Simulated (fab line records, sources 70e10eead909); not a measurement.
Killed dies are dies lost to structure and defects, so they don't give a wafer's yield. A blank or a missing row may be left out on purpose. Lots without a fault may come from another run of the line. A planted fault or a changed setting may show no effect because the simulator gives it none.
A struck lot beside a sound one | flow nand_harc | 13 steps out of a route of 1302
Sound: wafers L709.1, L709.3, L709.4. Struck: wafer L704.6. (L704.1, L704.2 of the same lot were not struck and are left out.) The cause comes at the end.
At each step with rows: each side's tool, then ch and its chambers, then its first start. Under that, the readings that differ: sound wafers | struck wafers | difference of the means | sigmas: that difference in standard deviations of wafers without a fault.
alike: readings whose means differ by less than 2 such deviations, and words and numbers that are the same on both sides. not compared: withheld readings, readings that some wafer has no value for, bounds like >300 that may hide the same value, and numbers for which the record gives no deviation and whose values overlap.
The two part at a step that has a row with sigmas, a row that says differs or no value, or rows on one side only. Numbers that don't overlap but have no deviation are shown without sigmas and don't part them. A reading that every wafer of one side lacks parts them only if that side has two wafers or more.

NHARC_A_SOURCE_PLATE_THK_MEAS_09: measures by ellipsometry.
  sound on film_metro-02, day 15 10:04; struck on film_metro-02, day 13 05:10
  alike: thk_nm
then, 3 steps without rows for these wafers: NHARC_A_SOURCE_PLATE_PVD_04 (deposits WSi2, target thk 50 nm); NHARC_A_SOURCE_PLATE_CVD_03 (deposits poly-Si, target thk 200 nm, time 4000 s); NHARC_A_SOURCE_PLATE_ANNEAL_05 (time 1800 s).
NHARC_A_SOURCE_PLATE_THK_MEAS_06: measures by ellipsometry.
  sound on film_metro-02, day 15 22:35; struck on film_metro-02, day 13 18:13
  reading     | sound             | struck | difference | sigmas
  thk_nm (nm) | 198.4 201.2 197.9 | 204.1  | +4.9       | +3
NHARC_A_SOURCE_PLATE_INSPECT_08:
  sound on defect_inspect-02, day 15 22:41; struck on defect_inspect-02, day 13 18:16
  alike: raw_defect_count
then, 1 step without rows for these wafers: NHARC_A_ONON_D1_DEP_00 (target thk 1000 nm).
NHARC_A_ONON_D1_THK_MEAS_02: measures by ellipsometry.
  sound on film_metro-01, day 15 23:16; struck on film_metro-02, day 13 18:50
  reading     | sound          | struck | difference | sigmas
  thk_nm (nm) | 1000 1002 1003 | 982    | -20        | -2
then, 1 step without rows for these wafers: NHARC_A_ONON_D1_DEP_03 (target thk 1000 nm).
NHARC_A_ONON_D1_THK_MEAS_05: measures by ellipsometry.
  sound on film_metro-01, day 15 23:49; struck on film_metro-02, day 13 19:25
  alike: thk_nm
NHARC_A_ONON_D1_DEP_06: target thk 1000 nm.
  sound on pecvd_onon-01 ch 0, day 15 23:53; struck on pecvd_onon-04 ch 0, day 13 19:28
NHARC_A_ONON_D1_THK_MEAS_08: measures by ellipsometry.
  sound on film_metro-01, day 16 00:23; struck on film_metro-02, day 13 19:59
  reading     | sound          | struck | difference | sigmas
  thk_nm (nm) | 1006 1007 1008 | 894    | -113       | -11
then, 1 step without rows for these wafers: NHARC_A_ONON_D1_DEP_09 (target thk 1000 nm).

WHERE THEY PART
First at NHARC_A_SOURCE_PLATE_THK_MEAS_06; last, within this record, at NHARC_A_ONON_D1_THK_MEAS_08.

WHY: what the simulator had put in
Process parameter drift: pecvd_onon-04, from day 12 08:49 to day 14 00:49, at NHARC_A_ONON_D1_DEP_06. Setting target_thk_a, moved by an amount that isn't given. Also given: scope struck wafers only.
